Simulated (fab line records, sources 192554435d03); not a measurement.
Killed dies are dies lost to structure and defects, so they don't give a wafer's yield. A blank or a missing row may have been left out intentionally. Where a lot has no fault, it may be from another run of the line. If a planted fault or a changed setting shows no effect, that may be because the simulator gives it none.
Matching of chambers | flow n5-finfet | 4 sister chambers for N5_HKMG_FIN_STRIP_92 on rie-diel-04
The step strips SOC in N2/H2, time 20 s. 16 wafers are shown with their chamber, then 8 later ones without.

## WAFERS, EACH WITH ITS CHAMBER
wafer  | chamber | showerhead-plenum-p-Torr (Torr) | drypump-motor-current-A (A) | oes-product-au (a.u.)
L074.2 | 1       | 3.23                            | 6.1                         | 0.76
L074.3 | 3       | 3.23                            | 5.5                         | 0.83
L074.5 | 3       | 3.23                            | 5.5                         | 0.83
L083.2 | 0       | 3.39                            | 5.8                         | 0.78
L083.5 | 2       | 3.42                            | 5.6                         | 0.93
L083.6 | 1       | 3.22                            | 6.1                         | 0.74
L084.1 | 1       | 3.22                            | 6.2                         | 0.74
L084.4 | 2       | 3.42                            | 5.6                         | 0.92
L084.6 | 1       | 3.22                            | 6.2                         | 0.75
L085.1 | 1       | 3.22                            | 6.1                         | 0.73
L085.2 | 2       | 3.42                            | 5.6                         | 0.93
L085.4 | 3       | 3.22                            | 5.5                         | 0.82
L086.2 | 1       | 3.22                            | 6.1                         | 0.74
L086.4 | 2       | 3.41                            | 5.6                         | 0.92
L086.6 | 3       | 3.22                            | 5.5                         | 0.80
L090.1 | 0       | 3.39                            | 5.8                         | 0.77

SIGNATURES (means of the wafers above)
reading                  | chamber 0 | chamber 1 | chamber 2 | chamber 3 | scatter within a chamber
showerhead-plenum-p-Torr | 3.3900    | 3.2217    | 3.4175    | 3.2250    | 0.00464
drypump-motor-current-A  | 5.800     | 6.133     | 5.600     | 5.500     | 0.0333
oes-product-au           | 0.7750    | 0.7433    | 0.9250    | 0.8200    | 0.0103
Rule: a wafer lies at a distance from a chamber equal to the root of the sum of squares, over the readings, of (its reading less the chamber's mean, divided by the reading's scatter). The wafer belongs to the nearest chamber; if the next one is less than 2 further off, it can't be placed. The scatter is the square root of a quotient: the sum, over the shown wafers, of each reading's squared deviation from its chamber's mean, divided by wafers minus chambers.

## WAFERS WHOSE CHAMBER IS MISSING
wafer  | showerhead-plenum-p-Torr (Torr) | drypump-motor-current-A (A) | oes-product-au (a.u.)
L090.3 | 3.21                            | 5.5                         | 0.81
L090.5 | 3.39                            | 5.9                         | 0.76
L093.3 | 3.41                            | 5.6                         | 0.91
L093.4 | 3.22                            | 6.2                         | 0.75
L093.6 | 3.22                            | 6.2                         | 0.74
L096.2 | 3.41                            | 5.6                         | 0.90
L096.3 | 3.38                            | 5.8                         | 0.75
L096.4 | 3.21                            | 5.5                         | 0.79

## EACH ONE'S CHAMBER
wafer  | from the rows above | in truth
L090.3 | 3                   | 3
L090.5 | 0                   | 0
L093.3 | 2                   | 2
L093.4 | 1                   | 1
L093.6 | 1                   | 1
L096.2 | 2                   | 2
L096.3 | 0                   | 0
L096.4 | 3                   | 3
Placed correctly: 8 of 8. Left unplaced by these rows: 0. Number placed wrongly: 0.
